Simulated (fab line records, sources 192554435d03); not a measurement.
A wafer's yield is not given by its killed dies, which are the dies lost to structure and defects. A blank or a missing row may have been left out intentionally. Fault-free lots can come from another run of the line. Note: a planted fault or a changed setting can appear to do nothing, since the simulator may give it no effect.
The tool behind it: which one? / flow n5 finfet / 11 lots with 33 wafers sampled at 2 steps, on a route of 1938 steps

WHAT THE GAUGES SHOWED, per wafer
N5_BEOL_M13_CD_MEAS_17: the cd target is 190 nm.
lot=L075; measured=day 11 11:55; on=cd sem-02; cd nm (nm)=189.5 190.3 187.9
lot=L078; measured=day 12 14:16; on=cd sem-02; cd nm (nm)=190.2 190.4 190.9
lot=L080; measured=day 12 20:51; on=cd sem-03; cd nm (nm)=192.2 192.3 192.2
lot=L081; measured=day 13 11:19; on=cd sem-01; cd nm (nm)=189.9 188.8 189.8
lot=L083; measured=day 14 08:58; on=cd sem-01; cd nm (nm)=190.2 189.4 189.9
lot=L084; measured=day 15 05:16; on=cd sem-02; cd nm (nm)=189.0 189.5 190.2
lot=L092; measured=day 15 16:44; on=cd sem-03; cd nm (nm)=190.2 190.3 190.3
lot=L089; measured=day 15 22:10; on=cd sem-01; cd nm (nm)=190.8 191.5 192.0
lot=L090; measured=day 16 06:54; on=cd sem-01; cd nm (nm)=192.3 191.9 192.1
lot=L096; measured=day 16 18:58; on=cd sem-01; cd nm (nm)=188.6 189.8 189.5
lot=L097; measured=day 17 14:23; on=cd sem-01; cd nm (nm)=190.4 190.1 190.7

TOOL THAT RAN EACH LOT (tool first, then ch and the chambers of the sampled wafers, then the start)
lot=L075; N5_BEOL_M13_DESCUM_15=rie diel-06 ch 1,2, day 11 11:21
lot=L078; N5_BEOL_M13_DESCUM_15=rie diel-02 ch 2,3, day 12 13:44
lot=L080; N5_BEOL_M13_DESCUM_15=rie diel-03 ch 0,1,2, day 12 20:20
lot=L081; N5_BEOL_M13_DESCUM_15=rie diel-03 ch 0,1, day 13 10:46
lot=L083; N5_BEOL_M13_DESCUM_15=rie diel-02 ch 2,3, day 14 08:25
lot=L084; N5_BEOL_M13_DESCUM_15=rie diel-02 ch 0,1,3, day 15 04:44
lot=L092; N5_BEOL_M13_DESCUM_15=rie diel-06 ch 0,1,3, day 15 16:13
lot=L089; N5_BEOL_M13_DESCUM_15=rie diel-02 ch 0,1,3, day 15 21:38
lot=L090; N5_BEOL_M13_DESCUM_15=rie diel-06 ch 1,2,3, day 16 06:22
lot=L096; N5_BEOL_M13_DESCUM_15=rie diel-03 ch 0,1,2, day 16 18:26
lot=L097; N5_BEOL_M13_DESCUM_15=rie diel-03 ch 0,1, day 17 13:49
- N5_BEOL_M13_DESCUM_15: chemistry O2, time 7.9 s.

THE ANSWER, worked out from the rows above alone
Rule: what is usual is taken from the lots themselves. Put in order of their means at a reading, lots are off if they are a third of the lots or fewer, leave a main group of 4 or more, and stand apart from it by a gap of 3 or more times the standard deviation of the main group's means; of several such gaps the widest counts. The tables above print the reading to a certain number of digits; a main group whose means all agree to those digits is not used. A lot without any number at a reading at which 4 lots or more have one is off too. Where the step has rows for the other lots, those lots are counted as sound.
Across all readings shown, no lot is off: no conclusion can be drawn from this.

WHAT THE SIMULATOR HAD PUT IN
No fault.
